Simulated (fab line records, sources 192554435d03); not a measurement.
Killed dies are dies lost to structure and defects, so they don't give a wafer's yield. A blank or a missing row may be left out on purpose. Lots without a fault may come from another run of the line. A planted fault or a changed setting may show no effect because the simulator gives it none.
A struck lot beside a sound one | flow n5_finfet | 37 steps out of a route of 1938
Sound: wafers L562.3, L562.4, L562.5. Struck: wafers L566.3, L566.5, L566.6. The cause comes at the end.
At each step with rows: each side's tool, then ch and its chambers, then its first start. Under that, the readings that differ: sound wafers | struck wafers | difference of the means | sigmas: that difference in standard deviations of wafers without a fault.
alike: readings whose means differ by less than 2 such deviations, and words and numbers that are the same on both sides. not compared: withheld readings, readings that some wafer has no value for, bounds like >300 that may hide the same value, and numbers for which the record gives no deviation and whose values overlap.
The two part at a step that has a row with sigmas, a row that says differs or no value, or rows on one side only. Numbers that don't overlap but have no deviation are shown without sigmas and don't part them. A reading that every wafer of one side lacks parts them only if that side has two wafers or more.

first, 9 steps without rows for these wafers: N5_BEOL_M10_ALD_74 (deposits TaN, target thk 2 nm, pulse time 2 s, purge time 3 s); N5_BEOL_M10_SURFACE_TREAT_76; N5_BEOL_M10_CVD_75 (deposits Co from CCTBA/H2, target thk 2 nm, time 138.9 s); N5_BEOL_M10_SPUTTER_48 (material Cu, target thk 12 nm, time 2 s); N5_BEOL_M10_ECD_50 (material Cu, target thk 318 nm); N5_BEOL_M10_ANNEAL_51 (time 90 s); N5_BEOL_M10_CMP_52 (polishes, stops on SiCOH lowk, t overpolish 7 s, target thk 140 nm); N5_BEOL_M10_PRE_CLEAN_55 (time 15 s); N5_BEOL_M10_DEP_56 (deposits SiCN from 3MS/NH3, target thk 15 nm, time 26.5 s).
N5_BEOL_M11_ILD_DEP_00: deposits SiCOH lowk from DEMS/porogen, target thk 308.51 nm, time 58 s.
  sound on pecvd-03 ch 0,1,2, day 17 00:53; struck on pecvd-04 ch 0,1, day 18 12:22
  reading                                             | sound                | struck               | difference | sigmas
  susceptor_temp_C (C)                                | 300.11 299.85 300.13 | 293.44 293.23 293.84 | -6.53      | -38
  model.SiCOH_lowk_of_BEOL_M11_ILD_DEP_00.thk_nm (nm) | 306.8 307.8 315.4    | 317.2 322.6 321      | +10.3      |
  alike: heater_power_w, showerhead_plenum_p_Torr, throttle_valve_pct
then, 1 step without rows for these wafers: N5_BEOL_M11_CURE_71 (cures SiCOH lowk, time 240 s).
N5_BEOL_M11_THK_MEAS_01:
  sound on film_metro-02, day 17 01:28; struck on film_metro-01, day 18 12:58
  reading          | sound       | struck      | difference | sigmas
  M11_ILD_THK (nm) | 267 267 274 | 276 281 279 | +9         | +2
then, 23 steps without rows for these wafers: N5_BEOL_M11_PECVD_70 (deposits SiO2 from TEOS/O2, target thk 20 nm, time 22.7 s); N5_BEOL_M11_HM_DEP_02 (deposits TiN, target thk 20 nm); N5_BEOL_M11_COAT_59 (time 60 s, resist thk 100 nm); N5_BEOL_M11_COAT_60 (time 60 s, resist thk 30 nm); N5_BEOL_M11_COAT_05 (resist thk 90 nm); N5_BEOL_M11_EBR_07; N5_BEOL_M11_SOFTBAKE_06 (time 60 s); N5_BEOL_M11_EXPOSE_08 (exposes mask M11); N5_BEOL_M11_PEB_09 (peb time 60 s); N5_BEOL_M11_DEVELOP_10 (develop time 30 s); N5_BEOL_M11_DESCUM_16 (chemistry O2, time 7.9 s); N5_BEOL_M11_ETCH_61 (etches SiARC in CF4, target depth 39 nm, time 65 s); N5_BEOL_M11_ETCH_62 (etches SOC in N2/H2, target depth 110 nm, overetch 22 nm, time 165 s); N5_BEOL_M11_STRIP_68 (strips in N2/H2); N5_BEOL_M11_STRIP_67 (strips in CF4); N5_BEOL_M11_HM_OPEN_17 (chemistry Cl2/BCl3, target TiN, target depth 20 nm, overetch 6 nm); N5_BEOL_M11_STRIP_19 (strips in O2); N5_BEOL_M11_COAT_63 (time 60 s, resist thk 100 nm); N5_BEOL_M11_COAT_64 (time 60 s, resist thk 30 nm); N5_BEOL_M11_COAT_22 (resist thk 90 nm); N5_BEOL_M11_EBR_24; N5_BEOL_M11_SOFTBAKE_23 (time 60 s); N5_BEOL_M11_EXPOSE_25 (exposes mask V10).
N5_BEOL_M11_CMP_52: polishes, stops on SiCOH lowk, t overpolish 7 s, target thk 140 nm.
  sound on cmp-02 ch 2,3, day 17 07:34; struck on cmp-02 ch 1,2, day 18 21:55
  reading                                             | sound             | struck          | difference | sigmas
  barrier_field_endpoint_s (s)                        | 28.9 28.2 28.9    | 29.8 30.2 31.1  | +1.7       | +2
  model.SiCOH_lowk_of_BEOL_M11_ILD_DEP_00.thk_nm (nm) | 263.6 264.4 271.2 | 272.6 277.6 276 | +9.0       |
  alike: clearing_platen_rpm, motor_current_A, overpolish_run_s, retaining_ring_pressure_frac, slurry_filter_dp_kPa, time_to_endpoint_s
N5_PASSIVATION_PROBE_49:
  sound on prober-01, day 18 20:10; struck on prober-02, day 20 19:24
  reading                | sound    | struck | difference | sigmas
  sort_bin_4_leakage (%) | 0.17 0 0 | 0 0 0  | +0         | -4
  alike: defect_limited_yield, killed_at_M0_to_M3, killed_at_M4_up, killed_at_contacts, killed_at_front_end, killed_at_other, killed_dies, killed_open, killed_short, sort_bin_5_function, sort_bin_6_memory, sort_bin_8_speed, sort_n_pass, sort_yield_pct

WHERE THEY PART
First at N5_BEOL_M11_ILD_DEP_00; last, within this record, at N5_PASSIVATION_PROBE_49.

WHY: what the simulator had put in
Process parameter drift: pecvd-04, from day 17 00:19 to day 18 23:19, at N5_BEOL_M11_ILD_DEP_00. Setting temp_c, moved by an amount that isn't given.
